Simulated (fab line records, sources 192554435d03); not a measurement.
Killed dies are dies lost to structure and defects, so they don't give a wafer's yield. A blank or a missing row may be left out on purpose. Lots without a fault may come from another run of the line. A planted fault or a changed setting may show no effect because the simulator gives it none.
A struck lot beside a sound one | flow n5_finfet | 14 steps out of a route of 1938
Sound: wafers L480.2, L480.4, L480.5. Struck: wafer L470.6. (L470.1 of the same lot was not struck and is left out.) The cause comes at the end.
At each step with rows: each side's tool, then ch and its chambers, then its first start. Under that, the readings that differ: sound wafers | struck wafers | difference of the means | sigmas: that difference in standard deviations of wafers without a fault.
alike: readings whose means differ by less than 2 such deviations, and words and numbers that are the same on both sides. not compared: withheld readings, readings that some wafer has no value for, bounds like >300 that may hide the same value, and numbers for which the record gives no deviation and whose values overlap.
The two part at a step that has a row with sigmas, a row that says differs or no value, or rows on one side only. Numbers that don't overlap but have no deviation are shown without sigmas and don't part them. A reading that every wafer of one side lacks parts them only if that side has two wafers or more.

first, 1 step without rows for these wafers: N5_BEOL_M12_HARDBAKE_32 (time 120 s).
N5_BEOL_M12_CD_MEAS_28: target cd 160.2 nm.
  sound on cd_sem-01 ch 0, day 17 06:24; struck on cd_sem-01 ch 0, day 14 18:10
  alike: cd_nm
N5_BEOL_M12_OVL_MEAS_29:
  sound on overlay-01 ch 0, day 17 06:26; struck on overlay-02 ch 0, day 14 18:12
  alike: M12_OVL
N5_BEOL_M12_INSPECT_30: inspects for defects (macro).
  sound on defect_inspect-02, day 17 06:27; struck on defect_inspect-02, day 14 18:13
  alike: raw_defect_count
N5_BEOL_M12_DESCUM_33: chemistry O2, time 7.9 s.
  sound on rie_diel-01 ch 1,2,3, day 17 06:30; struck on rie_diel-02 ch 2, day 14 18:16
  alike: drypump_motor_current_A, oes_product_au, rf_vpp_V, showerhead_plenum_p_Torr, throttle_valve_pct
  not compared: rf_hours_counter_h
N5_BEOL_M12_ETCH_67: etches SiARC in CF4, target depth 143 nm, time 238.3 s.
  sound on rie_diel-01 ch 1,2,3, day 17 06:32; struck on rie_diel-02 ch 2, day 14 18:17
  alike: drypump_motor_current_A, etch_rf_on_time_s, oes_product_au, rf_vpp_V, showerhead_plenum_p_Torr, throttle_valve_pct
  not compared: rf_hours_counter_h
N5_BEOL_M12_ETCH_68: etches SOC in N2/H2, time 285 s.
  sound on rie_diel-01 ch 1,2,3, day 17 06:41; struck on rie_diel-02 ch 2, day 14 18:26
  alike: drypump_motor_current_A, oes_product_au, rf_vpp_V, showerhead_plenum_p_Torr, throttle_valve_pct
  not compared: rf_hours_counter_h
then, 1 step without rows for these wafers: N5_BEOL_M12_STRIP_69 (strips in N2/H2).
N5_BEOL_M12_TRENCH_ETCH_34: etches SiOC in C4F8/O2/Ar, target depth 318.95 nm, time 125.5 s.
  sound on rie_diel-01 ch 1,2,3, day 17 06:52; struck on rie_diel-02 ch 2, day 14 18:37
  alike: drypump_motor_current_A, oes_product_au, rf_vpp_V, showerhead_plenum_p_Torr, throttle_valve_pct
  not compared: rf_hours_counter_h
then, 1 step without rows for these wafers: N5_BEOL_M12_STRIP_70 (strips in C4F8/O2/Ar).
N5_BEOL_M12_OCD_MEAS_35:
  sound on ocd-02, day 17 07:01; struck on ocd-02, day 14 18:46
  alike: trench_depth_nm
N5_BEOL_M12_STRIP_37: strips in N2/H2.
  sound on plasma_asher-02 ch 0,1, day 17 07:04; struck on plasma_asher-01 ch 1, day 14 18:49
  reading            | sound       | struck | difference | sigmas
  heater_power_w (W) | 300 300 300 | 381    | +81        | +3
  alike: drypump_motor_current_A, oes_product_au
  not compared: rf_hours_counter_h
N5_BEOL_M12_ETCH_38: etches SiCN in CF4/N2, target depth 68.7 nm, time 73.4 s.
  sound on rie_diel-02 ch 1,2, day 17 08:22; struck on rie_diel-02 ch 1, day 14 21:01
  reading                  | sound            | struck | difference | sigmas
  model.etch.depth_nm (nm) | 57.6 57.55 57.33 | 62.85  | +5.36      |
  alike: drypump_motor_current_A, oes_product_au, rf_vpp_V, showerhead_plenum_p_Torr, throttle_valve_pct
  not compared: rf_hours_counter_h
then, 1 step without rows for these wafers: N5_BEOL_M12_PRECLEAN_39 (cleans in residue remover, time 60 s).

WHERE THEY PART
Only at N5_BEOL_M12_STRIP_37, within this record. Later steps at which nothing parts them and some readings are alike: N5_BEOL_M12_ETCH_38.

WHY: what the simulator had put in
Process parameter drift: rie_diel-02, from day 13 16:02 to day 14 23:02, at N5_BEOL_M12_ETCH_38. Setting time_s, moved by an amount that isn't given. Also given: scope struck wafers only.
